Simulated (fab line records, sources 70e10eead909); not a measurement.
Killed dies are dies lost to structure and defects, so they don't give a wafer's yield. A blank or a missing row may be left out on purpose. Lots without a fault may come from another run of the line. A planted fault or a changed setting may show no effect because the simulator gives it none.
fab line records | flow nand_harc | part 2 of 2: steps 24 to 29 of 29
record lots=5 wafers=15 last_day=29
route steps=1302 shown A_STAIRCASE@675
lots that met no fault: from a run of the same line without faults
start_h: hours from the record's first day to the start of the lot's first wafer shown | wait_h: hours since the lot's step before | " the same as in the row above | L1.1+2: a row that stands for several wafers | - no value, or no start given | * or withheld: withheld | < > ~ a bound
route shown NAME@n: a module of which the file shows steps, and the number in the route of the first | usual: mean/standard deviation of fault-free wafers | same: alike in all rows | chamber/n: place in a boat | sites: the reading at each site | _std_site: their standard deviation | _edge_site: outer sites' mean less inner sites' | radius_mm: how far each site lies from the wafer's centre | mask NAME#n: copy n | behind: the tool/chamber that last shaped the wafer | hold: why the lot was held/for how many hours/how that ended | device: the transistor (n, p or np) that didn't switch | end of line: the same wafers' tests at the end of the route | a step without rows: its recipe alone | killed: dies lost to structure and defects at the first sort, not the wafer's yield | map: a wafer's dies, x killed, . not, _ none there
set.NAME: the setting as run; set.NAME@STEP: as run at that earlier step | model.NAME: the simulator's own value behind a step, which no gauge read
lots at some steps of the route; a table a step, a row a wafer
services: from which hour (start_h, from the record's first day; less than 0 if before it) a tool's chamber was out of use, for how many hours, and why
## steps
# step NHARC_A_STAIRCASE_TRIM_187
# recipe time_s=211.2 o2_flow_sccm=500 ar_flow_sccm=0 bias_w=0 chemistry=O2
# usual drypump_motor_current_A=5.8/0.45 mfc_ar_sccm=0.007/0.011 oes_product_au=1.004/0.01 rf_vpp_V=58.1/0.91 showerhead_plenum_p_Torr=3.61/0.12 throttle_valve_pct=17.037/0.011
# columns lot.wafer tool chamber start_h wait_h drypump_motor_current_A mfc_ar_sccm oes_product_au rf_hours_counter_h rf_vpp_V showerhead_plenum_p_Torr throttle_valve_pct
L075.2 rie_diel-05 2 365.64 0.2 5.9 0 1.007 40 55.9 3.61 17.033
L075.3 " 0 " " 5.0 0.035 0.991 43 56.9 3.59 17.013
L075.6 " 1 " " 5.8 0.012 1.003 - 59.9 3.75 17.042
L079.4 rie_diel-09 3 411.58 0.1 6.4 0.000 1.002 31 58.0 3.76 17.048
L079.2 " 1 " " 5.9 0 0.994 29 58.6 3.64 17.032
L079.6 " 0 " " 5.8 0 0.988 - 58.6 3.63 17.032
L080.2 rie_diel-05 1 418.47 0.1 5.8 0.012 0.999 2 58.0 3.74 17.054
L080.1 " 3 " " 5.2 0 0.995 2 58.6 3.77 17.042
L080.6 " 0 " " 5.0 0.035 1.012 - 59.1 3.58 17.029
L085.1 rie_diel-05 3 464.59 0.1 5.2 0 1.009 20 58.8 3.76 17.050
L085.4 " 0 " " 5.0 0.035 1.005 19 57.4 3.57 17.017
L085.6 " 0 " " 5.0 0.035 1.011 - 55.7 3.57 17.049
L087.4 rie_diel-01 0 492.22 0.1 6.0 0 1.018 27 58.4 3.34 17.037
L087.5 " 3 " " 5.8 0 1.006 - 58.9 3.56 17.029
L087.6 " 0 " " 6.0 0 1.008 - 57.6 3.34 17.038
# step NHARC_A_STAIRCASE_ETCH_188
# recipe target_depth_a=1000 time_s=40.5 ion_energy_ev=400 c4f8_flow_sccm=20 o2_flow_sccm=10 ar_flow_sccm=withheld rf_w=600 bias_w=1000 chemistry=C4F8/O2
# usual oes_product_au=0.942/0.014 rf_vpp_V=899/4.5
# columns lot.wafer tool chamber start_h wait_h oes_product_au rf_hours_counter_h rf_vpp_V
L075.3 rie_diel-05 2 - - 0.929 40 901
L075.2 " 3 " " 0.940 43 905
L075.6 " 0 " " 0.943 - 898
L079.4 rie_diel-09 2 - - 0.947 32 897
L079.2 " 3 " " 0.933 31 904
L079.6 " 1 " " 0.923 - 900
L080.2 rie_diel-05 2 - - 0.934 2 897
L080.1 " 0 " " 0.953 2 898
L080.6 " 3 " " 0.921 - 905
L085.4 rie_diel-05 3 - - 0.950 20 904
L085.1 " 1 " " 0.972 21 904
L085.6 " 3 " " 0.957 - 905
L087.4 rie_diel-01 0 - - 0.946 27 889
L087.5 " 0 " " 0.944 - 889
L087.6 " 1 " " 0.931 - 892
# step NHARC_A_STAIRCASE_TRIM_189
# recipe time_s=211.2 o2_flow_sccm=500 ar_flow_sccm=0 bias_w=0 chemistry=O2
# usual drypump_motor_current_A=5.8/0.43 mfc_ar_sccm=0.006/0.011 oes_product_au=1.003/0.01 rf_vpp_V=58.0/0.96 showerhead_plenum_p_Torr=3.61/0.12 throttle_valve_pct=17.037/0.0093
# columns lot.wafer tool chamber start_h wait_h drypump_motor_current_A mfc_ar_sccm oes_product_au rf_hours_counter_h rf_vpp_V showerhead_plenum_p_Torr throttle_valve_pct
L075.2 rie_diel-05 3 - - 5.2 0 0.988 43 59.1 3.78 17.033
L075.3 " 0 " " 5.0 0.035 0.990 43 56.3 3.59 17.036
L075.6 " 1 " " 5.8 0.012 1.006 - 58.6 3.75 17.041
L079.4 rie_diel-09 2 - - 6.2 0 1.020 32 58.1 3.58 17.038
L079.2 " 0 " " 5.8 0 0.999 14 57.6 3.63 17.043
L079.6 " 3 " " 6.4 0.000 1.005 - 58.1 3.76 17.034
L080.2 rie_diel-05 2 - - 5.9 0 0.996 2 58.9 3.60 17.030
L080.1 " 3 " " 5.2 0 0.987 2 57.8 3.77 17.036
L080.6 " 2 " " 5.9 0 0.994 - 55.9 3.60 17.024
L085.4 rie_diel-05 0 - - 5.0 0.035 1.005 19 57.5 3.57 17.025
L085.1 " 3 " " 5.2 0 1.011 20 59.2 3.76 17.042
L085.6 " 0 " " 5.0 0.035 1.003 - 58.5 3.57 17.020
L087.4 rie_diel-01 1 - - 5.3 0.007 0.990 38 59.0 3.45 17.048
L087.5 " 3 " " 5.8 0 1.008 - 56.7 3.56 17.043
L087.6 " 0 " " 6.0 0 1.017 - 58.0 3.34 17.038
# step NHARC_A_STAIRCASE_ETCH_190
# recipe target_depth_a=1000 time_s=40.5 ion_energy_ev=400 c4f8_flow_sccm=20 o2_flow_sccm=10 ar_flow_sccm=withheld rf_w=600 bias_w=1000 chemistry=C4F8/O2
# usual oes_product_au=0.943/0.01 rf_vpp_V=899/4.5
# columns lot.wafer tool chamber start_h wait_h oes_product_au rf_hours_counter_h rf_vpp_V
L075.2 rie_diel-05 3 - - 0.932 43 905
L075.3 " 0 " " 0.947 43 897
L075.6 " 2 " " 0.929 - 899
L079.2 rie_diel-09 2 - - 0.953 32 897
L079.4 " 3 " " 0.947 32 904
L079.6 " 1 " " 0.944 - 900
L080.2 rie_diel-05 2 - - 0.937 2 898
L080.1 " 3 " " 0.938 2 906
L080.6 " 1 " " 0.941 - 903
L085.4 rie_diel-05 1 - - 0.948 21 904
L085.1 " 2 " " 0.948 22 898
L085.6 " 2 " " 0.953 - 897
L087.4 rie_diel-01 1 - - 0.933 38 893
L087.6 " 0 " " 0.950 - 890
L087.5 " 1 " " 0.932 - 894
# step NHARC_A_STAIRCASE_TRIM_191
# recipe time_s=211.2 o2_flow_sccm=500 ar_flow_sccm=0 bias_w=0 chemistry=O2
# usual drypump_motor_current_A=5.8/0.43 mfc_ar_sccm=0.005/0.011 oes_product_au=1.004/0.01 rf_vpp_V=58.0/0.82 showerhead_plenum_p_Torr=3.62/0.12 throttle_valve_pct=17.036/0.0086
# columns lot.wafer tool chamber start_h wait_h drypump_motor_current_A mfc_ar_sccm oes_product_au rf_hours_counter_h rf_vpp_V showerhead_plenum_p_Torr throttle_valve_pct
L075.3 rie_diel-05 3 - - 5.2 0 0.999 43 56.5 3.78 17.041
L075.2 " 0 " " 5.0 0.035 1.006 43 57.4 3.59 17.033
L075.6 " 3 " " 5.2 0 0.995 - 59.8 3.78 17.030
L079.4 rie_diel-09 1 - - 5.9 0 0.997 30 58.5 3.64 17.042
L079.2 " 3 " " 6.4 0.000 1.007 32 59.4 3.76 17.038
L079.6 " 0 " " 5.8 0 1.005 - 58.1 3.63 17.032
L080.1 rie_diel-05 1 - - 5.8 0.012 0.991 2 58.2 3.74 17.031
L080.2 " 2 " " 5.9 0 1.001 2 57.5 3.60 17.043
L080.6 " 3 " " 5.2 0 1.002 - 57.1 3.77 17.037
L085.4 rie_diel-05 3 - - 5.2 0 1.004 20 59.5 3.76 17.035
L085.1 " 2 " " 5.9 0 1.005 22 57.7 3.59 17.030
L085.6 " 0 " " 5.0 0.035 1.012 - 57.1 3.57 17.038
L087.4 rie_diel-01 0 - - 6.0 0 1.009 28 57.2 3.34 17.037
L087.6 " 0 " " 5.9 0 1.011 - 59.3 3.34 17.056
L087.5 " 1 " " 5.3 0.007 1.004 - 57.2 3.45 17.039
# step NHARC_A_STAIRCASE_ETCH_192
# recipe target_depth_a=1000 time_s=40.5 ion_energy_ev=400 c4f8_flow_sccm=20 o2_flow_sccm=10 ar_flow_sccm=withheld rf_w=600 bias_w=1000 chemistry=C4F8/O2
# usual oes_product_au=0.946/0.012 rf_vpp_V=899/4.5
# columns lot.wafer tool chamber start_h wait_h oes_product_au rf_hours_counter_h rf_vpp_V
L075.3 rie_diel-05 3 - - 0.932 43 906
L075.2 " 1 " " 0.954 46 903
L075.6 " 0 " " 0.945 - 898
L079.2 rie_diel-09 0 - - 0.932 14 899
L079.4 " 2 " " 0.932 33 897
L079.6 " 0 " " 0.937 - 899
L080.1 rie_diel-05 3 - - 0.939 2 904
L080.2 " 1 " " 0.945 3 904
L080.6 " 0 " " 0.947 - 898
L085.1 rie_diel-05 1 - - 0.958 21 904
L085.4 " 0 " " 0.946 19 896
L085.6 " 1 " " 0.955 - 905
L087.4 rie_diel-01 2 - - 0.924 27 888
L087.5 " 3 " " 0.939 - 897
L087.6 " 0 " " 0.957 - 888
## services
# columns tool chamber start_h hours kind
plasma_asher-02 - 341.74 1.1 repair
krf_scanner-04 - 342.15 41.4 repair
plasma_asher-02 - 347.39 1.3 repair
rie_diel-09 0 358.70 36.5 repair
wet_bench-06 - 369.60 8.0 pm
rie_diel-01 - 381.24 9.0 pm
krf_scanner-04 - 383.57 4.0 pm
rie_diel-09 1 386.84 5.0 repair
litho_track-02 - 402.00 7.0 pm
rie_diel-05 - 406.62 9.0 pm
rie_diel-01 0 407.74 18.9 repair
plasma_asher-02 - 418.00 1.7 repair
plasma_asher-02 - 423.32 1.7 repair
litho_track-07 - 426.00 7.0 pm
plasma_asher-02 - 426.61 9.0 pm
krf_scanner-02 - 438.00 4.0 pm
rie_diel-09 1 449.41 13.0 repair
litho_track-03 - 450.01 7.0 pm
wet_bench-01 - 453.64 8.0 pm
krf_scanner-04 - 454.72 0.6 repair
rie_diel-01 3 455.97 1.4 repair
rie_diel-09 - 463.31 1.1 repair
rie_diel-01 2 476.04 5.3 repair
rie_diel-05 3 491.62 1.4 repair
